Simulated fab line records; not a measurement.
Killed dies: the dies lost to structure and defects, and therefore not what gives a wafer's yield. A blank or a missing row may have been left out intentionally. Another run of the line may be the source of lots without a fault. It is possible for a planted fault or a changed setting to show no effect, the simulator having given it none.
fab line records -- flow nand_harc -- part 2 of 2: steps 5 to 6 of 6
record lots=22, wafers=66, last_day=33
route steps=1302 shown A_CHANNEL_HOLE_D2@591 A_CHANNEL_FILL_D2@638 A_STAIRCASE@668
lots with no fault: from the same line, run without faults
start_h: hours from the record's opening day to when the first of the lot's shown wafers began -- wait_h: time in hours since the lot's previous step -- " the same as in the row above -- L1.1+2: a single row standing in for several wafers -- - no value, or no start given -- * or withheld: withheld -- < > ~ a bound
route shown NAME@n: a module of which the file shows steps, and the number in the route of the first -- usual: average and standard deviation across the fault-free wafers -- same: alike in all rows -- chamber/n: place in a boat -- sites: the reading at each site -- _std_site: standard deviation of those values -- _edge_site: outer sites' mean less inner sites' -- radius_mm: how far each site lies from the wafer's centre -- mask NAME#n: copy n -- behind: the last tool/chamber to shape the wafer -- hold: why the lot went on hold/how many hours it stayed there/how the hold came to an end -- device: which transistor (n, p or np) failed to switch -- end of line: the tests these same wafers got at the end of their route -- a step with no rows: only its recipe -- killed: not the wafer's yield, but the dies lost to structure and defects at the first sort -- map: dies across one wafer; x = killed, . = not, _ = none there
set.NAME: setting as actually run; set.NAME@STEP: the setting as run at that earlier step -- model.NAME: the simulator's own value behind a step, which no gauge read
a sample of lots followed through the steps of the route, with each step as a table and each wafer as a row
services: from which hour (start_h, from the record's first day; less than 0 if before it) a tool's chamber was out of use, for how many hours, and why
## steps
# step NHARC_A_STAIRCASE_ETCH_13
# recipe target_depth_a=1000, time_s=40.5, ion_energy_ev=400, c4f8_flow_sccm=20, o2_flow_sccm=10, ar_flow_sccm=withheld, rf_w=600, bias_w=1000, chemistry=C4F8/O2
# usual bias_w=1000/3, oes_product_au=0.944/0.013, rf_vpp_V=894/6.3
lot.wafer,tool,chamber,start_h,wait_h,bias_w,oes_product_au,rf_hours_counter_h,rf_vpp_V
L074.1,rie_diel-12,2,-,-,1002,0.953,16,902
L074.6,rie_diel-12,0,-,-,1002,0.978,-,889
L074.5,rie_diel-12,1,-,-,1000,0.943,-,888
L076.3,rie_diel-12,1,-,-,1002,0.923,28,886
L076.1,rie_diel-12,0,-,-,997,0.954,30,888
L076.6,rie_diel-12,2,-,-,1001,0.934,-,899
L075.3,rie_diel-03,2,-,-,996,0.954,22,889
L075.6,rie_diel-03,3,-,-,1000,0.945,-,904
L075.4,rie_diel-03,1,-,-,996,0.949,-,899
L078.1,rie_diel-12,2,-,-,1001,0.942,28,900
L078.2,rie_diel-12,3,-,-,1001,0.928,36,897
L078.6,rie_diel-12,1,-,-,1001,0.919,-,887
L079.2,rie_diel-03,0,-,-,1001,0.969,32,891
L079.3,rie_diel-03,1,-,-,997,0.936,31,899
L079.6,rie_diel-03,3,-,-,1006,0.940,-,905
L080.1,rie_diel-12,3,-,-,999,0.936,44,897
L080.2,rie_diel-12,1,-,-,1007,0.938,46,890
L080.4,rie_diel-12,0,-,-,1006,0.955,-,889
L081.3,rie_diel-03,0,-,-,998,0.940,43,892
L081.6,rie_diel-03,0,-,-,999,0.945,-,892
L081.5,rie_diel-03,1,-,-,1002,0.928,-,900
L083.4,rie_diel-03,2,-,-,999,0.945,46,889
L083.3,rie_diel-03,0,-,-,997,0.952,48,891
L083.2,rie_diel-03,1,-,-,1000,0.945,45,900
L084.3,rie_diel-12,2,-,-,1002,0.936,1,899
L084.6,rie_diel-12,0,-,-,999,0.940,-,889
L084.5,rie_diel-12,1,-,-,998,0.950,-,887
L085.1,rie_diel-03,2,-,-,991,0.950,53,889
L085.2,rie_diel-03,0,-,-,1005,0.962,56,891
L085.6,rie_diel-03,3,-,-,1003,0.956,-,906
L086.4,rie_diel-03,3,-,-,994,0.944,1,906
L086.5,rie_diel-03,1,-,-,1002,0.946,-,900
L086.6,rie_diel-03,2,-,-,1004,0.941,-,888
L087.4,rie_diel-03,1,-,-,997,0.943,6,900
L087.1,rie_diel-03,2,-,-,1003,0.947,5,888
L087.6,rie_diel-03,2,-,-,1006,0.950,-,886
L088.3,rie_diel-12,0,-,-,998,0.973,11,890
L088.1,rie_diel-12,1,-,-,1000,0.964,12,887
L088.2,rie_diel-12,2,-,-,1002,0.937,11,899
L089.3,rie_diel-12,1,-,-,998,0.936,12,886
L089.6,rie_diel-12,1,-,-,994,0.940,-,887
L089.5,rie_diel-12,2,-,-,998,0.929,-,900
L090.4,rie_diel-13,3,-,-,998,0.944,66,889
L090.3,rie_diel-13,1,-,-,999,0.943,54,888
L090.6,rie_diel-13,2,-,-,999,0.945,-,892
L091.3,rie_diel-13,0,-,-,1002,0.946,61,906
L091.1,rie_diel-13,1,-,-,1002,0.945,54,889
L091.5,rie_diel-13,2,-,-,1001,0.933,-,891
L092.3,rie_diel-12,2,-,-,999,0.924,22,901
L092.4,rie_diel-12,1,-,-,1005,0.949,23,888
L092.6,rie_diel-12,2,-,-,998,0.937,-,899
L093.3,rie_diel-03,0,-,-,1001,0.928,25,892
L093.4,rie_diel-03,0,-,-,1004,0.929,-,889
L093.5,rie_diel-03,3,-,-,1001,0.936,-,905
L094.1,rie_diel-12,3,-,-,1002,0.938,30,895
L094.2,rie_diel-12,1,-,-,999,0.955,36,887
L094.5,rie_diel-12,3,-,-,998,0.933,-,897
L095.4,rie_diel-03,2,-,-,996,0.956,32,887
L095.6,rie_diel-03,3,-,-,998,0.954,-,904
L095.5,rie_diel-03,0,-,-,1000,0.938,-,890
L097.4,rie_diel-13,3,-,-,1002,0.958,9,887
L097.3,rie_diel-13,0,-,-,1000,0.944,9,905
L097.5,rie_diel-13,0,-,-,1004,0.945,-,905
L096.3,rie_diel-03,2,-,-,998,0.946,35,887
L096.2,rie_diel-03,3,-,-,998,0.930,33,903
L096.5,rie_diel-03,1,-,-,998,0.926,-,899
# step NHARC_A_STAIRCASE_ETCH_27
# recipe target_depth_a=1000, time_s=40.5, ion_energy_ev=400, c4f8_flow_sccm=20, o2_flow_sccm=10, ar_flow_sccm=withheld, rf_w=600, bias_w=1000, chemistry=C4F8/O2
# usual bias_w=999.9/2.9, oes_product_au=0.944/0.013, rf_vpp_V=894/6.1
lot.wafer,tool,chamber,start_h,wait_h,bias_w,oes_product_au,rf_hours_counter_h,rf_vpp_V
L074.1,rie_diel-12,3,-,-,1004.4,0.949,25,896
L074.6,rie_diel-12,3,-,-,1001.8,0.948,-,897
L074.5,rie_diel-12,0,-,-,1002.5,0.975,-,888
L076.3,rie_diel-12,1,-,-,997.7,0.951,29,889
L076.1,rie_diel-12,2,-,-,995.3,0.957,22,902
L076.6,rie_diel-12,1,-,-,999.4,0.945,-,889
L075.3,rie_diel-12,0,-,-,995.4,0.959,31,889
L075.4,rie_diel-12,1,-,-,1000.9,0.940,30,889
L075.6,rie_diel-12,0,-,-,998.9,0.955,-,889
L078.1,rie_diel-12,2,-,-,1001.3,0.947,29,901
L078.2,rie_diel-12,0,-,-,1001.5,0.951,40,890
L078.6,rie_diel-12,2,-,-,1000.8,0.938,-,901
L079.3,rie_diel-13,3,-,-,1004.2,0.951,21,890
L079.2,rie_diel-13,0,-,-,999.2,0.956,20,905
L079.6,rie_diel-13,0,-,-,1001.6,0.956,-,905
L080.4,rie_diel-13,2,-,-,1007.1,0.960,25,893
L080.2,rie_diel-13,0,-,-,1004.6,0.960,27,905
L080.1,rie_diel-13,1,-,-,1003.2,0.944,22,891
L081.3,rie_diel-12,3,-,-,994.5,0.947,50,895
L081.6,rie_diel-12,1,-,-,998.7,0.929,-,889
L081.5,rie_diel-12,2,-,-,1002.1,0.945,-,900
L083.3,rie_diel-13,3,-,-,1000.7,0.933,40,890
L083.2,rie_diel-13,0,-,-,1001.1,0.930,39,905
L083.4,rie_diel-13,1,-,-,997.9,0.942,33,889
L084.3,rie_diel-13,1,-,-,1003.2,0.941,37,889
L084.5,rie_diel-13,1,-,-,1004.9,0.947,-,891
L084.6,rie_diel-13,2,-,-,997.3,0.949,-,892
L085.1,rie_diel-13,0,-,-,997.0,0.947,43,904
L085.2,rie_diel-13,1,-,-,1001.7,0.951,37,890
L085.6,rie_diel-13,3,-,-,1000.7,0.957,-,889
L086.4,rie_diel-03,2,-,-,999.7,0.945,3,890
L086.6,rie_diel-03,3,-,-,997.8,0.936,-,904
L086.5,rie_diel-03,0,-,-,998.2,0.936,-,892
L087.4,rie_diel-12,3,-,-,998.9,0.935,10,896
L087.1,rie_diel-12,0,-,-,999.5,0.955,10,888
L087.6,rie_diel-12,3,-,-,997.9,0.933,-,897
L089.3,rie_diel-03,3,-,-,996.6,0.948,9,903
L089.6,rie_diel-03,2,-,-,996.7,0.940,-,887
L089.5,rie_diel-03,3,-,-,999.5,0.957,-,902
L088.3,rie_diel-12,2,-,-,998.2,0.916,13,899
L088.2,rie_diel-12,0,-,-,1004.6,0.927,13,888
L088.1,rie_diel-12,1,-,-,997.5,0.924,13,887
L090.3,rie_diel-03,0,-,-,1000.4,0.943,13,892
L090.4,rie_diel-03,1,-,-,996.5,0.944,14,900
L090.6,rie_diel-03,0,-,-,1000.1,0.942,-,891
L091.1,rie_diel-13,2,-,-,993.6,0.941,61,892
L091.3,rie_diel-13,3,-,-,998.9,0.950,68,888
L091.5,rie_diel-13,2,-,-,996.5,0.953,-,892
L092.4,rie_diel-03,2,-,-,1002.1,0.939,19,887
L092.3,rie_diel-03,1,-,-,1000.0,0.933,19,899
L092.6,rie_diel-03,2,-,-,1001.2,0.945,-,888
L093.4,rie_diel-12,3,-,-,999.4,0.923,27,897
L093.3,rie_diel-12,0,-,-,997.3,0.962,24,888
L093.5,rie_diel-12,0,-,-,997.8,0.952,-,888
L094.2,rie_diel-03,2,-,-,1007.2,0.957,30,887
L094.1,rie_diel-03,3,-,-,997.0,0.960,29,904
L094.5,rie_diel-03,2,-,-,1001.2,0.964,-,887
L095.4,rie_diel-03,3,-,-,999.4,0.932,32,904
L095.6,rie_diel-03,2,-,-,999.5,0.957,-,887
L095.5,rie_diel-03,3,-,-,1000.8,0.938,-,904
L097.4,rie_diel-12,3,-,-,998.8,0.925,33,895
L097.3,rie_diel-12,1,-,-,999.1,0.924,41,886
L097.5,rie_diel-12,2,-,-,998.6,0.914,-,899
L096.2,rie_diel-12,0,-,-,996.1,0.959,33,888
L096.3,rie_diel-12,1,-,-,995.5,0.961,43,887
L096.5,rie_diel-12,0,-,-,998.6,0.963,-,888
## services
tool,chamber,start_h,hours,kind
rie_diel-12,0,264.59,-,consumable_replace:focus_ring
rie_diel-12,0,264.59,9.0,scheduled_down
rie_diel-12,0,264.59,9.0,vent_cycle
rie_diel-12,-,268.56,9.0,pm
rie_diel-12,1,268.56,9.0,vent_cycle
rie_diel-12,2,268.56,13.9,vent_cycle
rie_diel-12,3,268.56,9.0,vent_cycle
rie_diel-12,0,277.56,-,clean
rie_diel-03,-,284.00,9.0,pm
rie_diel-12,1,306.40,2.4,repair
rie_diel-12,2,312.25,7.3,repair
rie_diel-13,1,317.95,4.2,repair
rie_diel-13,-,342.11,9.0,pm
rie_diel-03,0,359.61,6.1,repair
har_etch-02,-,377.84,17.0,pm
rie_diel-12,2,406.71,10.1,repair
rie_diel-03,2,421.02,1.3,repair
rie_diel-13,3,422.60,3.9,repair
rie_diel-12,-,445.56,9.0,pm
rie_diel-13,-,521.62,9.0,pm
rie_diel-12,0,526.03,5.7,repair
rie_diel-03,-,533.13,0.7,repair
rie_diel-12,0,536.48,5.4,repair
rie_diel-03,2,543.29,7.7,repair
